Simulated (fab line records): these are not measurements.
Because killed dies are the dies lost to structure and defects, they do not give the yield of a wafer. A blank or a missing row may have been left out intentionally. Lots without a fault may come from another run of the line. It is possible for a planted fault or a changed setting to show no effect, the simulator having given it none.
fab line records + flow n5_finfet
record
- lots=7
- wafers=39
route steps=1938 shown BEOL_M6@1239
start_h: start of the lot's first displayed wafer, in hours after the record's first day + wait_h: hours from the lot's prior step to this one + " same as the row above + L1.1+2: one row covering several wafers at once + - no value, or no start given + * or withheld: withheld + < > ~ a bound
route shown NAME@n: names a module that has steps shown in the file, with the first one's number in the route + usual: mean/standard deviation of fault-free wafers + same: alike in all rows + chamber/n: place in a boat + sites: the reading at each site + _std_site: standard deviation across them + _edge_site: outer sites' mean less inner sites' + radius_mm: for every site, how far away it sits from the centre of the wafer + mask NAME#n: copy n + behind: the last tool/chamber to shape the wafer + hold: why the lot went on hold/how many hours it stayed there/how the hold came to an end + device: transistor that didn't switch, given as n, p or np + end of line: tests of these same wafers at the route's end + a step given without rows: its recipe and nothing more + killed: dies that structure and defects cost at the first sort, which is not the same as the wafer's yield + map: shows each die of a wafer: x if killed, . if not, _ if none is there
set.NAME: the run value of the setting; set.NAME@STEP: its run value at that earlier step + model.NAME: the simulator's own value behind a step, which no gauge read
lots whose settings were changed on purpose; a table a step, a row a wafer
## steps
# step N5_BEOL_M6_TRENCH_ETCH_37
# recipe
- chemistry=C4F6/O2
- target_depth_a=944.35
- target=SiCOH_lowk
- time_s=31.5
- ion_energy_ev=250
- pressure_mtorr=30
- source_w=345
- bias_w=185
- Ar_flow_sccm=300
- C4F6_flow_sccm=10
- O2_flow_sccm=10
| lot.wafer | tool        | chamber | start_h | wait_h | set.time_s | model.etch.depth_nm | model.BEOL_M6.feature_depth_nm | model.TiN_of_BEOL_M6_HM_DEP_02.thk_nm |
|-----------|-------------|---------|---------|--------|------------|---------------------|--------------------------------|---------------------------------------|
| L074.1    | rie_diel-05 | 3       | -       | -      | 31.5       | 92.4                | 92.4                           | 17.4                                  |
| L074.2    | "           | 0       | "       | "      | 31.5       | 91.92               | 92                             | 17.4                                  |
| L074.3    | "           | 1       | "       | "      | 42.46      | 127.3               | 127.2                          | 16.2                                  |
| L074.4    | "           | 2       | "       | "      | 42.46      | 126.2               | 126.2                          | 16.4                                  |
| L074.5    | "           | 2       | "       | "      | 31.5       | 95.11               | 95.2                           | 17.2                                  |
| L074.6    | "           | 1       | "       | "      | 42.46      | 128.3               | 128.2                          | 16.2                                  |
| L080.1    | rie_diel-02 | 0       | -       | -      | 31.5       | 95.34               | 95.4                           | 17                                    |
| L080.2    | "           | 3       | "       | "      | 31.5       | 94.34               | 94.4                           | 17                                    |
| L080.3    | "           | 1       | "       | "      | 31.5       | 94.67               | 94.6                           | 17.2                                  |
| L080.4    | "           | 2       | "       | "      | 31.5       | 91.52               | 91.6                           | 17.2                                  |
| L080.5    | "           | 2       | "       | "      | 31.5       | 91.25               | 91.2                           | 17.2                                  |
| L080.6    | "           | 1       | "       | "      | 31.5       | 93.74               | 93.8                           | 17.2                                  |
| L085.2    | rie_diel-05 | 2       | -       | -      | 31.5       | 94.21               | 94.2                           | 17.2                                  |
| L085.3    | "           | 0       | "       | "      | 31.5       | 96.35               | 96.4                           | 17.2                                  |
| L085.4    | "           | 3       | "       | "      | 31.5       | 91.77               | 91.8                           | 17.2                                  |
| L087.1    | rie_diel-05 | 2       | -       | -      | 49.73      | 148.3               | 148.4                          | 15.6                                  |
| L087.2    | "           | 1       | "       | "      | 31.5       | 96.65               | 96.6                           | 17                                    |
| L087.3    | "           | 3       | "       | "      | 49.73      | 146.2               | 146.2                          | 15.6                                  |
| L087.4    | "           | 0       | "       | "      | 31.5       | 96.23               | 96.2                           | 17                                    |
| L087.5    | "           | 3       | "       | "      | 31.5       | 92.64               | 92.6                           | 17.2                                  |
| L087.6    | "           | 0       | "       | "      | 49.73      | 151.2               | 151.2                          | 15.6                                  |
| L090.1    | rie_diel-02 | 0       | -       | -      | 47.63      | 143.6               | 143.6                          | 15.8                                  |
| L090.2    | "           | 1       | "       | "      | 31.5       | 92.28               | 92.2                           | 17.4                                  |
| L090.3    | "           | 2       | "       | "      | 31.5       | 91.17               | 91.2                           | 17.2                                  |
| L090.4    | "           | 3       | "       | "      | 47.63      | 141.4               | 141.4                          | 16                                    |
| L090.5    | "           | 2       | "       | "      | 47.63      | 136.7               | 136.8                          | 16.2                                  |
| L090.6    | "           | 3       | "       | "      | 31.5       | 93.52               | 93.6                           | 17.2                                  |
| L095.1    | rie_diel-05 | 2       | -       | -      | 31.5       | 92.44               | 92.4                           | 17.4                                  |
| L095.2    | "           | 1       | "       | "      | 31.5       | 96.07               | 96                             | 17.4                                  |
| L095.3    | "           | 0       | "       | "      | 31.5       | 94.55               | 94.6                           | 17.4                                  |
| L095.4    | "           | 1       | "       | "      | 31.5       | 95.41               | 95.4                           | 17.2                                  |
| L095.5    | "           | 0       | "       | "      | 31.5       | 94.26               | 94.2                           | 17.4                                  |
| L095.6    | "           | 2       | "       | "      | 31.5       | 92.94               | 93                             | 17.4                                  |
| L096.1    | rie_diel-02 | 1       | -       | -      | 18.95      | 56.03               | 56                             | 18.2                                  |
| L096.2    | "           | 3       | "       | "      | 31.5       | 93.69               | 93.6                           | 17.2                                  |
| L096.3    | "           | 0       | "       | "      | 18.95      | 57.76               | 57.8                           | 18.2                                  |
| L096.4    | "           | 2       | "       | "      | 18.95      | 55.55               | 55.6                           | 18.4                                  |
| L096.5    | "           | 0       | "       | "      | 31.5       | 95.65               | 95.6                           | 17.2                                  |
| L096.6    | "           | 3       | "       | "      | 31.5       | 93.88               | 93.8                           | 17.2                                  |
# step N5_BEOL_M6_ETCH_41
# recipe
- chemistry=CH3F/O2
- target=SiCN
- target_depth_a=297
- taper_deg=2
- time_s=52
- ion_energy_ev=120
- mask_material=TiN
- pressure_mtorr=30
- source_w=395
- bias_w=75
- Ar_flow_sccm=150
- CH3F_flow_sccm=30
- O2_flow_sccm=20
# step N5_BEOL_M6_STRIP_80
# recipe
- chemistry=N2/H2
- time_s=10
- power_w=450
- temp_c=40
- pressure_mtorr=20
- rf_frequency_hz=6e+07
- bias_power_w=7
- n2_flow_sccm=200
- h2_flow_sccm=200
# step N5_BEOL_M6_OCD_MEAS_38
# usual
- trench_depth_nm=94.6/1.8
| lot.wafer | tool   | chamber | start_h | wait_h | set.time_s@BEOL_M6_TRENCH_ETCH_37 | trench_depth_nm |
|-----------|--------|---------|---------|--------|-----------------------------------|-----------------|
| L074.1    | ocd-01 | -       | 182.49  | -      | 31.5                              | 92.3            |
| L074.2    | "      | -       | "       | "      | 31.5                              | 91.7            |
| L074.3    | "      | -       | "       | "      | 42.46                             | 127.1           |
| L074.4    | "      | -       | "       | "      | 42.46                             | 125.8           |
| L074.5    | "      | -       | "       | "      | 31.5                              | 95.4            |
| L074.6    | "      | -       | "       | "      | 42.46                             | 128.0           |
| L080.1    | ocd-01 | -       | 227.05  | -      | 31.5                              | 95.2            |
| L080.2    | "      | -       | "       | "      | 31.5                              | 94.5            |
| L080.3    | "      | -       | "       | "      | 31.5                              | 94.3            |
| L080.4    | "      | -       | "       | "      | 31.5                              | 91.9            |
| L080.5    | "      | -       | "       | "      | 31.5                              | 90.6            |
| L080.6    | "      | -       | "       | "      | 31.5                              | 93.2            |
| L085.2    | ocd-02 | -       | 252.07  | -      | 31.5                              | 94.4            |
| L085.3    | "      | -       | "       | "      | 31.5                              | 96.2            |
| L085.4    | "      | -       | "       | "      | 31.5                              | 92.1            |
| L087.1    | ocd-01 | -       | 265.12  | -      | 49.73                             | 148.5           |
| L087.2    | "      | -       | "       | "      | 31.5                              | 96.7            |
| L087.3    | "      | -       | "       | "      | 49.73                             | 145.4           |
| L087.4    | "      | -       | "       | "      | 31.5                              | 96.0            |
| L087.5    | "      | -       | "       | "      | 31.5                              | 92.1            |
| L087.6    | "      | -       | "       | "      | 49.73                             | 151.2           |
| L090.1    | ocd-02 | -       | 279.94  | -      | 47.63                             | 143.5           |
| L090.2    | "      | -       | "       | "      | 31.5                              | 91.8            |
| L090.3    | "      | -       | "       | "      | 31.5                              | 90.8            |
| L090.4    | "      | -       | "       | "      | 47.63                             | 141.3           |
| L090.5    | "      | -       | "       | "      | 47.63                             | 136.6           |
| L090.6    | "      | -       | "       | "      | 31.5                              | 93.8            |
| L095.1    | ocd-01 | -       | 320.97  | -      | 31.5                              | 92.9            |
| L095.2    | "      | -       | "       | "      | 31.5                              | 95.8            |
| L095.3    | "      | -       | "       | "      | 31.5                              | 94.5            |
| L095.4    | "      | -       | "       | "      | 31.5                              | 95.6            |
| L095.5    | "      | -       | "       | "      | 31.5                              | 94.8            |
| L095.6    | "      | -       | "       | "      | 31.5                              | 92.6            |
| L096.1    | ocd-02 | -       | 326.71  | -      | 18.95                             | 56.5            |
| L096.2    | "      | -       | "       | "      | 31.5                              | 94.0            |
| L096.3    | "      | -       | "       | "      | 18.95                             | 57.6            |
| L096.4    | "      | -       | "       | "      | 18.95                             | 55.3            |
| L096.5    | "      | -       | "       | "      | 31.5                              | 96.0            |
| L096.6    | "      | -       | "       | "      | 31.5                              | 94.1            |
# step N5_BEOL_M6_HM_STRIP_39
# recipe
- chemistry=peroxide_tin_strip
- material=TiN
- target_depth_a=250
- temp_c=50
- time_s=158
# step N5_BEOL_M6_SRD_40
# recipe
- time_s=30
- temp_c=23
- rinse_liquid=diw
- dry=ipa_marangoni
# step N5_BEOL_M6_ECD_50
# recipe
- material=Cu
- target_thk_a=3000
# step N5_BEOL_M6_ANNEAL_51
# recipe
- temp_c=225
- time_s=90
- ambient=N2
# step N5_BEOL_M6_CMP_52
# recipe
- stop_on=SiCOH_lowk
- t_overpolish_s=6.9
- down_force_psi=1
- platen_rpm=50
- clearing_platen_down_force_psi=1.5
- clearing_platen_rpm=50
- post_cmp_clean=cu_alkaline
- target_thk_nm=80
- clearing_platen_pad_velocity_m_s=0.99484
- pad_velocity_m_s=0.99484
| lot.wafer | tool   | chamber | start_h | wait_h | set.time_s@BEOL_M6_TRENCH_ETCH_37 | model.Cu_of_BEOL_M6_ECD_50.thk_nm |
|-----------|--------|---------|---------|--------|-----------------------------------|-----------------------------------|
| L074.3    | cmp-04 | 2       | 185.51  | 0.2    | 42.46                             | 112.8                             |
| L074.1    | "      | 3       | "       | "      | 31.5                              | 79.8                              |
| L074.4    | "      | 0       | "       | "      | 42.46                             | 112.6                             |
| L074.2    | "      | 1       | "       | "      | 31.5                              | 78.2                              |
| L074.5    | "      | 2       | "       | "      | 31.5                              | 81.8                              |
| L074.6    | "      | 3       | "       | "      | 42.46                             | 115.4                             |
| L080.4    | cmp-04 | 0       | 229.68  | 0.1    | 31.5                              | 76                                |
| L080.2    | "      | 1       | "       | "      | 31.5                              | 81.2                              |
| L080.3    | "      | 2       | "       | "      | 31.5                              | 78.8                              |
| L080.1    | "      | 3       | "       | "      | 31.5                              | 81.8                              |
| L080.6    | "      | 0       | "       | "      | 31.5                              | 79.4                              |
| L080.5    | "      | 1       | "       | "      | 31.5                              | 79.2                              |
| L085.2    | cmp-03 | 1       | 254.55  | 0.2    | 31.5                              | 80.6                              |
| L085.4    | "      | 2       | "       | "      | 31.5                              | 77.8                              |
| L085.3    | "      | 3       | "       | "      | 31.5                              | 83.2                              |
| L087.2    | cmp-04 | 3       | 267.77  | 0.2    | 31.5                              | 82                                |
| L087.1    | "      | 0       | "       | "      | 49.73                             | 134.4                             |
| L087.3    | "      | 1       | "       | "      | 49.73                             | 131.4                             |
| L087.4    | "      | 2       | "       | "      | 31.5                              | 81.2                              |
| L087.5    | "      | 3       | "       | "      | 31.5                              | 77.6                              |
| L087.6    | "      | 0       | "       | "      | 49.73                             | 136.2                             |
| L090.1    | cmp-04 | 1       | 282.91  | 0.3    | 47.63                             | 128.8                             |
| L090.4    | "      | 2       | "       | "      | 47.63                             | 125.8                             |
| L090.3    | "      | 3       | "       | "      | 31.5                              | 77.2                              |
| L090.2    | "      | 0       | "       | "      | 31.5                              | 77.6                              |
| L090.5    | "      | 1       | "       | "      | 47.63                             | 123                               |
| L090.6    | "      | 2       | "       | "      | 31.5                              | 76.8                              |
| L095.2+5  | cmp-01 | 2,3     | 324.30  | 0.2    | 31.5                              | 81.2                              |
| L095.3    | "      | 3       | "       | "      | 31.5                              | 81.4                              |
| L095.4    | "      | 0       | "       | "      | 31.5                              | 81.6                              |
| L095.1+6  | "      | 1,2     | "       | "      | 31.5                              | 78.8                              |
| L096.3    | cmp-01 | 2       | 329.36  | 0.2    | 18.95                             | 42.2                              |
| L096.4    | "      | 3       | "       | "      | 18.95                             | 40.6                              |
| L096.2+6  | "      | 0,2     | "       | "      | 31.5                              | 78.6                              |
| L096.1    | "      | 1       | "       | "      | 18.95                             | 40.8                              |
| L096.5    | "      | 3       | "       | "      | 31.5                              | 80.4                              |
# step N5_BEOL_M6_THK_MEAS_53
# recipe
- thk_meas_gauge=xrf
- reads=Cu_of_BEOL_M6_ECD_50
# usual
- M6_THK=79.4/1.9
| lot.wafer | tool          | chamber | start_h | wait_h | set.time_s@BEOL_M6_TRENCH_ETCH_37 | M6_THK[nm] |
|-----------|---------------|---------|---------|--------|-----------------------------------|------------|
| L074.1    | film_metro-01 | -       | 185.80  | -      | 31.5                              | 79.8       |
| L074.2    | "             | -       | "       | "      | 31.5                              | 78.3       |
| L074.3    | "             | -       | "       | "      | 42.46                             | 112.8      |
| L074.4    | "             | -       | "       | "      | 42.46                             | 112.8      |
| L074.5    | "             | -       | "       | "      | 31.5                              | 81.5       |
| L074.6    | "             | -       | "       | "      | 42.46                             | 115.4      |
| L080.1    | film_metro-01 | -       | 229.97  | -      | 31.5                              | 81.2       |
| L080.2    | "             | -       | "       | "      | 31.5                              | 80.5       |
| L080.3    | "             | -       | "       | "      | 31.5                              | 78.6       |
| L080.4    | "             | -       | "       | "      | 31.5                              | 75.7       |
| L080.5    | "             | -       | "       | "      | 31.5                              | 79.0       |
| L080.6    | "             | -       | "       | "      | 31.5                              | 78.8       |
| L085.2    | film_metro-01 | -       | 254.85  | -      | 31.5                              | 79.5       |
| L085.3    | "             | -       | "       | "      | 31.5                              | 81.9       |
| L085.4    | "             | -       | "       | "      | 31.5                              | 76.6       |
| L087.1    | film_metro-01 | -       | 268.06  | -      | 49.73                             | 133.4      |
| L087.2    | "             | -       | "       | "      | 31.5                              | 81.3       |
| L087.3    | "             | -       | "       | "      | 49.73                             | 130.2      |
| L087.4    | "             | -       | "       | "      | 31.5                              | 80.3       |
| L087.5    | "             | -       | "       | "      | 31.5                              | 76.8       |
| L087.6    | "             | -       | "       | "      | 49.73                             | 135.7      |
| L090.1    | film_metro-02 | -       | 283.20  | -      | 47.63                             | 126.8      |
| L090.2    | "             | -       | "       | "      | 31.5                              | 77.0       |
| L090.3    | "             | -       | "       | "      | 31.5                              | 76.1       |
| L090.4    | "             | -       | "       | "      | 47.63                             | 124.0      |
| L090.5    | "             | -       | "       | "      | 47.63                             | 121.4      |
| L090.6    | "             | -       | "       | "      | 31.5                              | 75.5       |
| L095.1    | film_metro-02 | -       | 324.60  | -      | 31.5                              | 78.1       |
| L095.2    | "             | -       | "       | "      | 31.5                              | 80.4       |
| L095.3    | "             | -       | "       | "      | 31.5                              | 80.6       |
| L095.4    | "             | -       | "       | "      | 31.5                              | 81.0       |
| L095.5    | "             | -       | "       | "      | 31.5                              | 80.6       |
| L095.6    | "             | -       | "       | "      | 31.5                              | 78.0       |
| L096.1    | film_metro-01 | -       | 329.66  | -      | 18.95                             | 41.0       |
| L096.2    | "             | -       | "       | "      | 31.5                              | 78.9       |
| L096.3    | "             | -       | "       | "      | 18.95                             | 42.3       |
| L096.4    | "             | -       | "       | "      | 18.95                             | 40.8       |
| L096.5    | "             | -       | "       | "      | 31.5                              | 80.6       |
| L096.6    | "             | -       | "       | "      | 31.5                              | 78.9       |
# step N5_BEOL_M6_PRE_CLEAN_55
# recipe
- gas=NH3
- time_s=15
- temp_c=withheld
- rf_power_w=300
# step N5_BEOL_M6_DEP_56
# recipe
- material=SiCN
- target_thk_a=100
- temp_c=withheld
- precursor=3MS/NH3
- pressure_torr=3
- rf_w=202
- time_s=17.5
# step N5_BEOL_M6_RS_MEAS_57
# recipe
- thk_meas_gauge=four-point-probe
- reads=Cu_of_BEOL_M6_ECD_50+Co_of_BEOL_M6_CVD_78+TaN_of_BEOL_M6_ALD_77
# usual
- M6_RS=0.285/0.0081
| lot.wafer | tool          | chamber | start_h | wait_h | set.time_s@BEOL_M6_TRENCH_ETCH_37 | M6_RS[ohm/sq] |
|-----------|---------------|---------|---------|--------|-----------------------------------|---------------|
| L074.1    | film_metro-01 | -       | 185.93  | 0.1    | 31.5                              | 0.287         |
| L074.2    | "             | -       | "       | "      | 31.5                              | 0.293         |
| L074.3    | "             | -       | "       | "      | 42.46                             | 0.192         |
| L074.4    | "             | -       | "       | "      | 42.46                             | 0.193         |
| L074.5    | "             | -       | "       | "      | 31.5                              | 0.279         |
| L074.6    | "             | -       | "       | "      | 42.46                             | 0.187         |
| L080.1    | film_metro-02 | -       | 230.13  | 0.1    | 31.5                              | 0.278         |
| L080.2    | "             | -       | "       | "      | 31.5                              | 0.281         |
| L080.3    | "             | -       | "       | "      | 31.5                              | 0.290         |
| L080.4    | "             | -       | "       | "      | 31.5                              | 0.303         |
| L080.5    | "             | -       | "       | "      | 31.5                              | 0.289         |
| L080.6    | "             | -       | "       | "      | 31.5                              | 0.288         |
| L085.2    | film_metro-02 | -       | 254.98  | 0.1    | 31.5                              | 0.283         |
| L085.3    | "             | -       | "       | "      | 31.5                              | 0.273         |
| L085.4    | "             | -       | "       | "      | 31.5                              | 0.295         |
| L087.1    | film_metro-02 | -       | 268.21  | 0.1    | 49.73                             | 0.159         |
| L087.2    | "             | -       | "       | "      | 31.5                              | 0.278         |
| L087.3    | "             | -       | "       | "      | 49.73                             | 0.162         |
| L087.4    | "             | -       | "       | "      | 31.5                              | 0.281         |
| L087.5    | "             | -       | "       | "      | 31.5                              | 0.297         |
| L087.6    | "             | -       | "       | "      | 49.73                             | 0.156         |
| L090.1    | film_metro-01 | -       | 283.33  | 0.1    | 47.63                             | 0.166         |
| L090.2    | "             | -       | "       | "      | 31.5                              | 0.297         |
| L090.3    | "             | -       | "       | "      | 31.5                              | 0.299         |
| L090.4    | "             | -       | "       | "      | 47.63                             | 0.170         |
| L090.5    | "             | -       | "       | "      | 47.63                             | 0.175         |
| L090.6    | "             | -       | "       | "      | 31.5                              | 0.300         |
| L095.1    | film_metro-02 | -       | 324.73  | 0.1    | 31.5                              | 0.290         |
| L095.2    | "             | -       | "       | "      | 31.5                              | 0.280         |
| L095.3    | "             | -       | "       | "      | 31.5                              | 0.280         |
| L095.4    | "             | -       | "       | "      | 31.5                              | 0.279         |
| L095.5    | "             | -       | "       | "      | 31.5                              | 0.281         |
| L095.6    | "             | -       | "       | "      | 31.5                              | 0.291         |
| L096.1    | film_metro-01 | -       | 329.79  | 0.1    | 18.95                             | 0.656         |
| L096.2    | "             | -       | "       | "      | 31.5                              | 0.291         |
| L096.3    | "             | -       | "       | "      | 18.95                             | 0.628         |
| L096.4    | "             | -       | "       | "      | 18.95                             | 0.660         |
| L096.5    | "             | -       | "       | "      | 31.5                              | 0.285         |
| L096.6    | "             | -       | "       | "      | 31.5                              | 0.293         |
## key
split
- step=N5_BEOL_M6_TRENCH_ETCH_37
- setting=time_s
- stated=31.5
- by=wafer
response
- step=N5_BEOL_M6_TRENCH_ETCH_37
- reading=model.etch.depth_nm
- change=+0.942
- per=1%
- r=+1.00
response
- step=N5_BEOL_M6_TRENCH_ETCH_37
- reading=model.BEOL_M6.feature_depth_nm
- change=+0.942
- per=1%
- r=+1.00
response
- step=N5_BEOL_M6_TRENCH_ETCH_37
- reading=model.TiN_of_BEOL_M6_HM_DEP_02.thk_nm
- change=-0.0262
- per=1%
- r=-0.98
response
- step=N5_BEOL_M6_OCD_MEAS_38
- reading=trench_depth_nm
- change=+0.943
- per=1%
- r=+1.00
response
- step=N5_BEOL_M6_CMP_52
- reading=model.Cu_of_BEOL_M6_ECD_50.thk_nm
- change=+0.945
- per=1%
- r=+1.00
response
- step=N5_BEOL_M6_THK_MEAS_53
- reading=M6_THK
- change=+0.94
- per=1%
- r=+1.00
response
- step=N5_BEOL_M6_RS_MEAS_57
- reading=M6_RS
- shape=bent
- at_lowest=0.648
- at_stated=0.287
- at_highest=0.159
